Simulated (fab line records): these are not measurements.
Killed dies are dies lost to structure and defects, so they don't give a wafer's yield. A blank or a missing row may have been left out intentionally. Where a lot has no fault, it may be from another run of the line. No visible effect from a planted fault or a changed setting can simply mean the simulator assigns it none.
fab line records	flow n5Finfet
record: lots: 7	wafers: 20	lastDay: 17
route steps=1938 shown BEOL_M1@754 BEOL_M4@1111 PASSIVATION@1936
lots that met no fault: from a run of the same line without faults
startH: hours from the record's first day to the start of the lot's first wafer shown	waitH: hours since the lot's step before	" same as the row above	L1.1+2: a row that stands for several wafers	- value missing, or start not given	* or withheld: withheld	< > ~ a bound
route shown NAME@n: names a module that has steps shown in the file, with the first one's number in the route	usual: mean and standard deviation over wafers with no fault	same: alike in all rows	chamber/n: place in a boat	sites: readings site by site	_std_site: their standard deviation	_edge_site: inner sites' mean taken away from outer sites' mean	radiusMm: how far each site lies from the wafer's centre	mask NAME#n: copy n	behind: the last tool/chamber to shape the wafer	hold: reason for holding the lot/hours on hold/outcome of the hold	device: the transistor (n, p or np) that didn't switch	end of line: tests of these same wafers at the route's end	a step given without rows: its recipe and nothing more	killed: at the first sort, the dies lost to defects and structure; wafer yield is something else	map: the dies of a wafer, with x for killed, . for not killed, _ for no die there
set.NAME: the setting that was run; set.NAME@STEP: the one run at that earlier step	model.NAME: the simulator's own value behind a step, which no gauge read
route steps across a sampled set of lots; one table per step, one row per wafer
services: the hour from which a tool's chamber was out of use, counted from the record's first day as startH (under 0 if before that day), plus the number of hours and why
== steps ==
step: N5_BEOL_M1_HM_DEP_02
recipe: material: TiN	targetThkA: 200	tempC: 25	chamberPressurePa: 0.49996
usual: chamberPressurePa: 0.5000/0.001	substrateTempC: 25.01/0.099	throttleValvePct: 29.7/0.91
lot.wafer	tool	chamber	startH	waitH	chamberPressurePa	substrateTempC	throttleValvePct
L786.2	pvdSputter-02	-	141.87	1.7	0.5000	24.93	29.6
L786.5	"	-	"	"	0.5016	24.79	29.1
L786.6	"	-	"	"	0.5000	24.86	29.4
L793.3	pvdSputter-02	-	189.37	3.1	0.5005	24.99	29.2
L793.4	"	-	"	"	0.5009	25.14	29.2
L793.5	"	-	"	"	0.4991	25.09	28.6
L796.3	pvdSputter-02	-	202.37	0.5	0.5011	25.05	29.5
L796.4	"	-	"	"	0.4988	24.98	29.5
L796.6	"	-	"	"	0.4994	24.92	29.2
L798.1	pvdSputter-01	-	214.83	0.6	0.4988	25.08	30.2
L798.2	"	-	"	"	0.4993	25.08	29.5
L798.4	"	-	"	"	0.5011	24.99	31.4
L799.3	pvdSputter-02	-	220.00	2.5	0.5005	24.92	29.5
L799.4	"	-	"	"	0.4997	25.02	28.7
L799.6	"	-	"	"	0.5002	25.12	29.3
L800.2	pvdSputter-02	-	225.32	1.5	0.4984	24.90	29.2
L800.4	"	-	"	"	0.4994	24.95	29.0
L805.2	pvdSputter-03	-	251.78	2.8	0.4995	25.10	28.6
L805.3	"	-	"	"	0.4997	25.08	31.8
L805.4	"	-	"	"	0.5004	25.00	29.8
step: N5_BEOL_M1_ETCH_74
recipe: chemistry: N2/H2	target: underlayer	targetDepthA: 65	maskMaterial: CAR-EUV	timeS: 5.2	ionEnergyEv: 200	pressureMtorr: 30	sourceW: 840	biasW: 150	n2FlowSccm: 200	h2FlowSccm: 200	ends: cleared
usual: drypumpMotorCurrentA: 5.9/0.57	etchRfOnTimeS: 5.25/0.14	n2FlowSccm: 200.0/0.64	oesProductAu: 0.68/0.075	rfVppV: 524.0/2.6	showerheadPlenumPTorr: 2.54/0.084	throttleValvePct: 17.86/0.22
lot.wafer	tool	chamber	startH	waitH	drypumpMotorCurrentA	etchRfOnTimeS	n2FlowSccm	oesProductAu	rfHoursCounterH	rfVppV	showerheadPlenumPTorr	throttleValvePct
L786.2	rieDiel-05	1	142.42	0.0	5.6	5.15	200.3	0.67	126	522.0	2.45	17.71
L786.5	"	3	"	"	6.4	5.29	200.1	0.70	-	522.8	2.46	17.81
L786.6	"	0	"	"	5.5	5.05	199.3	0.62	-	526.0	2.63	17.95
L793.3	rieDiel-02	0	190.04	0.0	5.1	4.99	199.9	0.59	258	519.1	2.38	17.98
L793.4	"	3	"	"	6.5	5.36	199.5	0.65	-	524.9	2.54	17.96
L793.5	"	2	"	"	6.7	5.40	200.7	0.70	-	523.4	2.57	18.08
L796.3	rieDiel-02	3	202.92	0.0	6.5	5.38	199.5	0.63	162	524.9	2.54	17.94
L796.4	"	1	"	"	6.2	5.37	200.4	0.79	-	523.3	2.50	17.87
L796.6	"	3	"	"	6.5	5.41	199.9	0.63	-	523.2	2.54	17.95
L798.1	rieDiel-02	2	215.73	0.0	6.8	5.44	200.2	0.68	84	523.2	2.57	18.10
L798.2	"	3	"	"	6.5	5.36	200.4	0.64	166	522.2	2.54	17.95
L798.4	"	0	"	"	5.1	4.87	200.3	0.88	3	530.8	2.70	17.51
L799.3	rieDiel-04	1	220.76	0.0	5.4	5.30	202.0	0.57	258	524.4	2.61	17.99
L799.4	"	3	"	"	5.5	5.30	199.1	0.77	-	528.9	2.69	17.26
L799.6	"	2	"	"	5.7	5.09	200.2	0.59	-	526.6	2.60	17.85
L800.2	rieDiel-05	1	226.00	0.0	5.6	5.22	201.1	0.65	151	521.2	2.44	17.73
L800.4	"	3	"	"	6.3	5.25	201.2	0.67	112	519.3	2.45	17.86
L805.2	rieDiel-04	2	252.45	0.0	5.7	5.24	200.7	0.58	264	523.5	2.60	17.86
L805.3	"	1	"	"	5.4	5.26	199.6	0.81	3	525.5	2.61	17.61
L805.4	"	3	"	"	5.5	5.38	199.9	0.74	36	525.1	2.68	17.29
step: N5_BEOL_M1_ETCHBACK_99
recipe: chemistry: CHF3	target: SiO2	targetDepthA: 50	timeS: 10.4	sourceW: 215	biasW: 47	Ar_flow_sccm: 200	CHF3_flow_sccm: 12	ionEnergyEv: 100	pressureMtorr: 30
usual: drypumpMotorCurrentA: 5.9/0.56	oes_f_703_au: 0.80/0.098	oesProductAu: 0.81/0.1	rfVppV: 239/4.1	showerheadPlenumPTorr: 2.16/0.071	throttleValvePct: 17.05/0.22
lot.wafer	tool	chamber	startH	waitH	drypumpMotorCurrentA	oes_f_703_au	oesProductAu	rfHoursCounterH	rfVppV	showerheadPlenumPTorr	throttleValvePct
L786.2	rieDiel-05	2	145.26	1.1	6.4	0.92	0.92	22	235	2.12	16.98
L786.5	"	0	"	"	5.5	0.72	0.71	-	240	2.22	16.99
L786.6	"	3	"	"	6.3	0.81	0.81	-	242	2.07	16.85
L793.3	rieDiel-05	1	193.27	2.1	5.6	0.78	0.77	141	233	2.07	16.94
L793.4	"	2	"	"	6.4	0.90	0.90	37	234	2.11	17.02
L793.5	"	0	"	"	5.5	0.71	0.70	-	239	2.21	17.01
L796.3	rieDiel-02	0	205.30	1.2	5.0	1.05	1.03	0	240	2.27	16.64
L796.4	"	2	"	"	6.7	0.80	0.82	81	238	2.17	17.34
L796.6	"	3	"	"	6.5	0.74	0.75	-	239	2.15	17.22
L798.1	rieDiel-02	1	220.44	3.5	6.2	0.86	0.91	11	243	2.13	17.01
L798.2	"	2	"	"	6.7	0.80	0.81	86	237	2.17	17.34
L798.4	"	3	"	"	6.5	0.74	0.77	167	238	2.15	17.21
L799.3	rieDiel-04	3	225.15	2.7	5.5	0.91	0.91	27	233	2.29	16.63
L799.4	"	0	"	"	5.4	0.95	0.37	-	242	2.20	17.06
L799.6	"	3	"	"	5.5	0.91	0.34	-	232	2.29	16.60
L800.2	rieDiel-02	2	229.21	2.0	6.7	0.79	0.81	88	238	2.17	17.36
L800.4	"	1	"	"	6.2	0.86	0.34	13	242	2.13	17.01
L805.2	rieDiel-02	1	257.26	3.6	6.2	0.84	0.88	21	243	2.13	17.05
L805.3	"	3	"	"	6.5	0.73	0.74	178	239	2.14	17.26
L805.4	"	2	"	"	6.8	0.78	0.80	97	236	2.17	17.36
step: N5_BEOL_M1_VIA_ETCH_34
recipe: chemistry: C4F6/O2	targetDepthA: 678	maskMaterial: SOC	pressureMtorr: 15	ionEnergyEv: 250	taperDeg: 4	timeS: 64.4	sourceW: 350	biasW: 170	Ar_flow_sccm: 300	C4F6_flow_sccm: 10	O2_flow_sccm: 10
usual: drypumpMotorCurrentA: 5.9/0.56	oes_f_703_au: 0.80/0.099	oes_o_777_au: 0.80/0.1	oesProductAu: 0.81/0.1	rfVppV: 661/11	showerheadPlenumPTorr: 2.86/0.09	throttleValvePct: 30.74/0.25
lot.wafer	tool	chamber	startH	waitH	drypumpMotorCurrentA	oes_f_703_au	oes_o_777_au	oesProductAu	rfHoursCounterH	rfVppV	showerheadPlenumPTorr	throttleValvePct
L786.2	rieDiel-05	2	145.39	0.0	6.5	0.93	0.94	0.93	22	649	2.80	30.73
L786.5	"	0	"	"	5.4	0.72	0.72	0.71	-	661	2.92	30.62
L786.6	"	3	"	"	6.4	0.82	0.82	0.81	-	668	2.74	30.48
L793.3	rieDiel-05	1	193.41	0.0	5.6	0.78	0.78	0.77	141	646	2.74	30.62
L793.4	"	2	"	"	6.5	0.89	0.90	0.90	37	648	2.79	30.74
L793.5	"	0	"	"	5.4	0.72	0.71	0.71	-	659	2.92	30.63
L796.3	rieDiel-02	0	205.44	0.0	5.0	1.06	1.04	1.04	1	664	3.00	30.25
L796.4	"	2	"	"	6.8	0.80	0.79	0.80	81	654	2.87	31.08
L796.6	"	3	"	"	6.5	0.74	0.74	0.75	-	661	2.84	30.78
L798.1	rieDiel-02	1	220.58	0.0	6.2	0.86	0.86	0.92	11	668	2.81	30.92
L798.2	"	2	"	"	6.7	0.79	0.80	0.82	86	654	2.87	31.08
L798.4	"	3	"	"	6.5	0.73	0.74	0.76	167	660	2.84	30.80
L799.3	rieDiel-04	3	225.28	0.0	5.5	0.91	0.94	0.89	27	644	3.02	30.45
L799.4	"	0	"	"	5.4	0.94	0.94	0.36	-	671	2.90	30.96
L799.6	"	3	"	"	5.5	0.92	0.94	0.34	-	646	3.02	30.34
L800.2	rieDiel-02	2	229.35	0.0	6.7	0.79	0.78	0.79	88	654	2.87	31.09
L800.4	"	1	"	"	6.2	0.84	0.85	0.33	13	668	2.81	30.80
L805.2	rieDiel-02	1	257.39	0.0	6.2	0.84	0.83	0.88	22	669	2.81	30.93
L805.3	"	3	"	"	6.5	0.73	0.73	0.75	178	661	2.83	30.83
L805.4	"	2	"	"	6.7	0.77	0.78	0.79	97	652	2.86	31.09
step: N5_BEOL_M1_STRIP_36
recipe: chemistry: N2/H2	powerW: 450	tempC: 40	pressureMtorr: 20	rfFrequencyHz: 6e+07	overashFraction: 0.3	biasPowerW: 7	h2Frac: 0.5	n2FlowSccm: 200	h2FlowSccm: 200
usual: drypumpMotorCurrentA: 5.9/0.56	n2FlowSccm: 200.0/0.64	oesProductAu: 0.81/0.1	powerW: 450.3/1.4	rfVppV: 59.2/1.6	showerheadPlenumPTorr: 2.55/0.083	throttleValvePct: 23.68/0.29
lot.wafer	tool	chamber	startH	waitH	drypumpMotorCurrentA	n2FlowSccm	oesProductAu	powerW	rfHoursCounterH	rfVppV	showerheadPlenumPTorr	throttleValvePct
L786.2	rieDiel-05	2	145.45	0.0	6.4	200.8	0.94	453.4	22	57.7	2.49	23.40
L786.5	"	0	"	"	5.5	200.6	0.71	450.4	-	58.7	2.63	23.93
L786.6	"	3	"	"	6.3	199.4	0.81	449.6	-	57.2	2.46	23.67
L793.3	rieDiel-05	1	193.47	0.0	5.6	200.3	0.76	450.4	141	57.1	2.44	23.49
L793.4	"	2	"	"	6.5	200.5	0.90	450.0	37	58.2	2.49	23.36
L793.5	"	0	"	"	5.5	200.4	0.70	449.9	-	59.0	2.62	23.93
L796.3	rieDiel-02	0	205.50	0.0	5.1	200.6	1.03	449.4	1	61.6	2.70	23.37
L796.4	"	2	"	"	6.7	199.6	0.83	450.6	81	61.7	2.56	23.90
L796.6	"	3	"	"	6.5	200.3	0.75	450.1	-	58.5	2.54	23.59
L798.1	rieDiel-02	1	220.64	0.0	6.2	200.2	0.92	449.4	11	58.5	2.49	23.93
L798.2	"	2	"	"	6.7	199.5	0.83	452.3	86	61.7	2.56	23.93
L798.4	"	3	"	"	6.5	200.3	0.77	450.8	167	59.9	2.53	23.60
L799.3	rieDiel-04	3	225.34	0.0	5.4	199.8	0.90	451.0	27	60.8	2.68	22.98
L799.4	"	0	"	"	5.4	199.2	0.97	451.6	-	57.5	2.59	24.05
L799.6	"	3	"	"	5.5	199.5	0.91	448.0	-	59.2	2.68	23.01
L800.2	rieDiel-02	2	229.41	0.0	6.7	199.9	0.82	450.2	88	59.3	2.56	23.93
L800.4	"	1	"	"	6.2	200.1	0.92	451.0	13	58.7	2.49	23.90
L805.2	rieDiel-02	1	257.45	0.0	6.2	199.9	0.90	448.5	22	59.3	2.49	23.91
L805.3	"	3	"	"	6.5	199.8	0.75	450.8	178	57.5	2.53	23.63
L805.4	"	2	"	"	6.7	200.5	0.80	452.3	97	59.5	2.56	23.95
step: N5_BEOL_M1_TRENCH_ETCH_37
recipe: chemistry: C4F6/O2	targetDepthA: 552.07	target: SiOC	timeS: 29	ionEnergyEv: 250	pressureMtorr: 30	sourceW: 355	biasW: 185	Ar_flow_sccm: 300	C4F6_flow_sccm: 10	O2_flow_sccm: 10
usual: drypumpMotorCurrentA: 5.9/0.56	oes_f_703_au: 0.80/0.098	oes_o_777_au: 0.80/0.1	oesProductAu: 0.80/0.1	rfVppV: 661/11	showerheadPlenumPTorr: 2.86/0.09	throttleValvePct: 20.85/0.23
lot.wafer	tool	chamber	startH	waitH	drypumpMotorCurrentA	oes_f_703_au	oes_o_777_au	oesProductAu	rfHoursCounterH	rfVppV	showerheadPlenumPTorr	throttleValvePct
L786.2	rieDiel-05	2	-	-	6.5	0.93	0.95	0.92	22	649	2.81	20.81
L786.5	"	0	"	"	5.4	0.71	0.72	0.71	-	661	2.93	20.74
L786.6	"	3	"	"	6.4	0.82	0.82	0.80	-	670	2.74	20.63
L793.3	rieDiel-05	1	-	-	5.6	0.78	0.78	0.76	141	647	2.75	20.75
L793.4	"	2	"	"	6.5	0.90	0.93	0.90	37	648	2.80	20.84
L793.5	"	0	"	"	5.4	0.71	0.70	0.71	-	662	2.92	20.77
L796.3	rieDiel-02	0	-	-	5.0	1.05	1.04	1.03	1	666	3.00	20.44
L796.4	"	2	"	"	6.8	0.80	0.79	0.80	81	655	2.87	21.16
L796.6	"	3	"	"	6.5	0.74	0.73	0.75	-	662	2.84	20.98
L798.1	rieDiel-02	1	-	-	6.2	0.86	0.86	0.91	11	668	2.82	20.87
L798.2	"	2	"	"	6.7	0.78	0.79	0.81	86	654	2.87	21.19
L798.4	"	3	"	"	6.5	0.74	0.73	0.76	167	661	2.84	21.00
L799.3	rieDiel-04	3	-	-	5.5	0.92	0.94	0.90	27	647	3.02	20.43
L799.4	"	0	"	"	5.4	0.94	0.94	0.96	-	671	2.90	20.98
L799.6	"	3	"	"	5.5	0.92	0.94	0.90	-	646	3.02	20.42
L800.2	rieDiel-02	2	-	-	6.8	0.79	0.79	0.81	88	653	2.87	21.17
L800.4	"	1	"	"	6.2	0.85	0.84	0.89	13	669	2.82	20.88
L805.2	rieDiel-02	1	-	-	6.2	0.84	0.84	0.88	22	668	2.81	20.91
L805.3	"	3	"	"	6.5	0.73	0.72	0.74	178	662	2.84	21.00
L805.4	"	2	"	"	6.7	0.78	0.77	0.78	97	654	2.87	21.20
step: N5_BEOL_M1_OCD_MEAS_38
usual: trenchDepthNm: 54.7/1
lot.wafer	tool	chamber	startH	waitH	trenchDepthNm
L786.2	ocd-02	-	145.65	-	54.7
L786.5	"	-	"	"	55.0
L786.6	"	-	"	"	53.8
L793.3	ocd-02	-	193.67	-	54.5
L793.4	"	-	"	"	55.3
L793.5	"	-	"	"	55.4
L796.3	ocd-02	-	205.70	-	56.4
L796.4	"	-	"	"	53.8
L796.6	"	-	"	"	54.1
L798.1	ocd-01	-	220.83	-	54.6
L798.2	"	-	"	"	52.9
L798.4	"	-	"	"	54.9
L799.3	ocd-01	-	225.54	-	53.8
L799.4	"	-	"	"	-
L799.6	"	-	"	"	-
L800.2	ocd-01	-	229.60	-	54.0
L800.4	"	-	"	"	-
L805.2	ocd-02	-	257.65	-	54.2
L805.3	"	-	"	"	53.9
L805.4	"	-	"	"	53.0
step: N5_BEOL_M1_CD_MEAS_35
recipe: targetCdNm: 18	targetCdYNm: 21	polarity: opening
usual: cdNm: 18.0/0.33
lot.wafer	tool	chamber	startH	waitH	cdNm
L786.2	cdSem-03	-	145.81	0.0	17.7
L786.5	"	-	"	"	17.7
L786.6	"	-	"	"	17.6
L793.3	cdSem-01	-	193.82	0.0	18.6
L793.4	"	-	"	"	18.4
L793.5	"	-	"	"	18.1
L796.3	cdSem-03	-	205.85	0.0	18.1
L796.4	"	-	"	"	18.4
L796.6	"	-	"	"	18.7
L798.1	cdSem-03	-	220.98	0.0	17.3
L798.2	"	-	"	"	17.6
L798.4	"	-	"	"	18.1
L799.3	cdSem-01	-	225.70	0.0	18.2
L799.4	"	-	"	"	-
L799.6	"	-	"	"	-
L800.2	cdSem-03	-	229.76	0.0	18.4
L800.4	"	-	"	"	-
L805.2	cdSem-03	-	257.86	0.0	17.8
L805.3	"	-	"	"	17.7
L805.4	"	-	"	"	17.9
step: N5_BEOL_M4_RC_MEAS_101
usual: DIBL_N: 36.0/1.7	DIBL_P: 36.0/2	IOFF_N: 0.156/0.028	IOFF_P: 0.21/0.04	ION_N: 673/12	ION_P: 463/8.3	SS_N: 71.4/0.6	SS_P: 73.3/0.66	VT_N: 250/3	VT_P: -250/3.8
lot.wafer	tool	chamber	startH	waitH	DIBL_N[mV/V]	DIBL_P[mV/V]	IOFF_N[nA/um]	IOFF_P[nA/um]	ION_N[uA/um]	ION_P[uA/um]	SS_N[mV/dec]	SS_P[mV/dec]	VT_N[mV]	VT_P[mV]
L786.2	prober-02	0	179.55	0.5	36.9	36.3	0.167	0.18	677	461	71.3	73.6	250	-254
L786.5	"	0	"	"	36.9	35.9	0.153	0.18	660	448	71.9	73.7	255	-255
L786.6	"	0	"	"	34.7	34.3	0.123	0.16	672	457	70.7	72.6	254	-254
L793.3	prober-02	0	227.16	0.3	32.3	32.4	0.112	0.19	658	462	70.2	72.7	254	-249
L793.4	"	0	"	"	34.6	35.4	0.156	0.23	682	467	71.0	73.5	250	-247
L793.5	"	0	"	"	34.7	35.3	0.142	0.22	660	459	71.6	73.2	252	-247
L796.3	prober-01	0	243.23	0.3	36.4	37.6	0.171	0.28	694	480	71.3	73.8	248	-240
L796.4	"	0	"	"	34.0	35.2	0.133	0.25	680	485	70.9	73.3	249	-243
L796.6	"	0	"	"	35.7	37.5	0.155	0.28	688	480	71.4	74.7	248	-244
L798.1	prober-02	0	254.02	0.0	38.0	39.2	0.202	0.22	691	464	72.0	74.4	245	-251
L798.2	"	0	"	"	36.2	36.7	0.174	0.19	681	458	71.3	73.9	248	-252
L798.4	"	0	"	"	33.9	34.5	0.133	0.16	667	457	70.4	73.4	251	-256
L799.3	prober-02	0	263.12	0.3	38.2	39.8	0.180	0.26	676	466	71.8	73.4	248	-246
L800.2	prober-02	0	274.30	0.2	36.8	36.6	0.163	0.23	694	475	71.6	72.9	247	-247
L805.2	prober-01	0	298.67	0.2	35.1	35.2	0.132	0.16	676	463	70.9	72.4	251	-254
L805.3	"	0	"	"	36.1	36.0	0.156	0.18	674	461	71.5	73.2	250	-256
L805.4	"	0	"	"	35.9	36.8	0.150	0.19	680	462	71.0	72.9	251	-253
step: N5_PASSIVATION_PROBE_49
usual: defectLimitedYield: 91.6/1.6	killed_at_M0_to_M3: 31/10	killed_at_M4_up: 14/6.3	killedAtContacts: 12/6.1	killedAtFrontEnd: 39/12	killedAtOther: 3.7/2.8	killedDies: 100/19	killedOnRim: 13/4.2	killedOpen: 66/14	killedShort: 33/8.1	sort_bin_5_function: 5.0/1.1	sort_bin_6_memory: 3.2/0.66	sortNPass: 1080/18	sortYieldPct: 91.6/1.6
same: grossDies: 1180	killedAtBackSide: 0	sort_bin_4_leakage[%]: 0	sort_bin_8_speed[%]: 0
lot.wafer	tool	chamber	startH	waitH	defectLimitedYield[%]	killed_at_M0_to_M3	killed_at_M4_up	killedAtContacts	killedAtFrontEnd	killedAtOther	killedDies	killedOnRim	killedOpen	killedShort	sort_bin_5_function[%]	sort_bin_6_memory[%]	sortNPass	sortYieldPct[%]
L793.3	prober-01	-	331.12	0.1	89.7	48	12	8	51	3	122	8	83	36	6.7	3.2	1058	89.7
L793.4	prober-01	-	331.17	0.2	91.7	33	12	11	37	5	98	9	50	44	5.5	2.5	1082	91.7
L793.5	prober-01	-	331.22	0.2	91.1	43	20	13	28	1	105	6	58	45	5.7	2.7	1075	91.1
L800.2	prober-02	-	376.75	0.1	88.7	30	20	17	60	6	133	22	83	46	6.7	4.0	1047	88.7
L800.4	prober-02	-	376.85	0.2	0	1069	22	11	74	4	1180	152	88	46	95.6	4.1	0	0
L799.3	prober-01	-	376.97	0.1	92.0	20	21	6	46	1	94	11	67	26	4.6	2.9	1086	92.0
L799.4	prober-01	-	377.02	0.2	0	1085	22	8	60	5	1180	152	68	50	95.3	4.2	0	0
L799.6	prober-01	-	377.12	0.3	0	1111	9	7	53	0	1180	152	49	35	96.8	2.8	0	0
killed by level:class
L793.3 BEOL_M0_SAQP:geometricParticle:open=15 FIN_SAQP:geometricParticle:short=13 BEOL_M3:geometricParticle:open=11 FIN_SAQP:geometricParticle:open=10 BEOL_M0_SAQP:geometricParticle:short=10 STI_FIN_REVEAL:geometricParticle:open=9 BEOL_M2:geometricParticle:open=8 MOL_CONTACT_COAG:geometricParticle:open=7
L793.4 FIN_SAQP:geometricParticle:short=12 BEOL_M0_SAQP:geometricParticle:short=12 FIN_SAQP:geometricParticle:open=8 MOL_CONTACT_COAG:geometricParticle:open=8 BEOL_M0_SAQP:geometricParticle:open=6 BEOL_M3:geometricParticle:open=4 STI_FIN_REVEAL:geometricParticle:open=3 DUMMY_GATE:geometricParticle:open=3
L793.5 BEOL_M0_SAQP:geometricParticle:short=17 MOL_CONTACT_COAG:geometricParticle:open=10 GATE_CUT:geometricParticle:short=8 BEOL_M0_SAQP:geometricParticle:open=7 BEOL_M3:geometricParticle:open=6 BEOL_M4:geometricParticle:open=6 STI_FIN_REVEAL:geometricParticle:open=5 BEOL_M1:geometricParticle:open=5
L800.2 FIN_SAQP:geometricParticle:short=15 FIN_SAQP:geometricParticle:open=15 BEOL_M4:geometricParticle:open=14 MOL_CONTACT_COAG:geometricParticle:open=13 BEOL_M0_SAQP:geometricParticle:short=8 BEOL_M2:geometricParticle:open=6 DUMMY_GATE:geometricParticle:open=6 BEOL_M0_SAQP:geometricParticle:open=6
L800.4 BEOL_M1:areaOpen=1042 STI_FIN_REVEAL:geometricParticle:open=23 FIN_SAQP:geometricParticle:open=15 BEOL_M4:geometricParticle:open=12 FIN_SAQP:geometricParticle:short=11 MOL_CONTACT_COAG:geometricParticle:open=9 BEOL_M0_SAQP:geometricParticle:open=6 BEOL_M0_SAQP:geometricParticle:short=6
L799.3 STI_FIN_REVEAL:geometricParticle:open=10 FIN_SAQP:geometricParticle:short=8 DUMMY_GATE:geometricParticle:open=8 BEOL_M3:geometricParticle:open=7 BEOL_M4:geometricParticle:open=7 BEOL_M5:geometricParticle:open=7 GATE_CUT:geometricParticle:open=5 MOL_CONTACT_COAG:geometricParticle:open=5
L799.4 BEOL_M1:areaOpen=1062 GATE_CUT:geometricParticle:short=12 GATE_CUT:geometricParticle:open=10 FIN_SAQP:geometricParticle:open=9 BEOL_M4:geometricParticle:open=9 BEOL_M0_SAQP:geometricParticle:short=8 STI_FIN_REVEAL:geometricParticle:open=6 MOL_CONTACT_COAG:geometricParticle:open=6
L799.6 BEOL_M1:areaOpen=1095 FIN_SAQP:geometricParticle:open=12 FIN_SAQP:geometricParticle:short=11 GATE_CUT:geometricParticle:short=7 MOL_CONTACT_COAG:geometricParticle:open=7 STARTING-WAFER:geometricParticle:open=5 STI_FIN_REVEAL:geometricParticle:open=4 DUMMY_GATE:geometricParticle:short=4
== services ==
tool	chamber	startH	hours	kind
pvdSputter-01	-	129.72	1.9	repair
rieDiel-04	3	136.00	-	clean
rieDiel-04	3	136.00	-	consumableReplace:focusRing
rieDiel-04	3	136.00	-	consumableReplace:showerhead
rieDiel-04	3	136.00	14.5	scheduledDown
rieDiel-04	3	136.00	14.5	ventCycle
rieDiel-04	1	142.41	4.1	repair
rieDiel-05	0	149.93	9.9	repair
rieDiel-02	1	158.69	-	clean
rieDiel-02	1	158.69	-	consumableReplace:focusRing
rieDiel-02	1	158.69	32.3	scheduledDown
rieDiel-02	1	158.69	32.3	ventCycle
rieDiel-04	0	184.42	-	clean
rieDiel-04	0	184.42	-	consumableReplace:esc
rieDiel-04	0	184.42	-	consumableReplace:focusRing
rieDiel-04	0	184.42	36.4	scheduledDown
rieDiel-04	0	184.42	36.4	ventCycle
rieDiel-02	0	191.04	-	clean
rieDiel-02	0	191.04	-	consumableReplace:focusRing
rieDiel-02	0	191.04	-	consumableReplace:showerhead
rieDiel-02	0	191.04	13.5	scheduledDown
rieDiel-02	0	191.04	13.5	ventCycle
rieDiel-04	1	220.95	-	clean
rieDiel-04	1	220.95	-	consumableReplace:focusRing
== key ==
firstSign: step: N5_BEOL_M1_ETCHBACK_99	reading: oesProductAu	direction: down	sigmas: 4.5	usual: 0.81	struck: 0.35
effect: step: N5_BEOL_M1_VIA_ETCH_34	reading: oesProductAu	direction: down	sigmas: 4.6	usual: 0.81	struck: 0.34
effect: step: N5_BEOL_M1_OCD_MEAS_38	reading: trenchDepthNm	direction: missing
effect: step: N5_BEOL_M1_CD_MEAS_35	reading: cdNm	direction: missing
effect: step: N5_PASSIVATION_PROBE_49	reading: killed_at_M0_to_M3	direction: up	sigmas: 99+	usual: 31	struck: 1088
moreKillsBornAt: N5_BEOL_M1_HM_OPEN_17@rieMetal-02: 2157	N5_BEOL_M1_HM_OPEN_17@rieMetal-01: 1042
metAt N5_BEOL_M1_HM_DEP_02
struckLots L799,L800
struckWafers L799.4,L799.6,L800.4
laterRowsLeftOut L799.4,L799.6,L800.4
notActingAt N5_BEOL_M1_ETCH_74,N5_BEOL_M1_STRIP_36,N5_BEOL_M1_TRENCH_ETCH_37
onsetBetween 202.37 220.00
fault: kind: processParameterDrift	tool: pvdSputter-02	chamber: -	onsetH: 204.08	steps: N5_BEOL_M1_HM_DEP_02	channel: targetThkA	offset: *	shape: step	endH: 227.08	scope: struckWafersOnly	actsIn: *	stated: *
laterRowsLeftOut: the simulator's readings of these wafers behind a module that went badly wrong aren't trusted and aren't shown, but for the sort
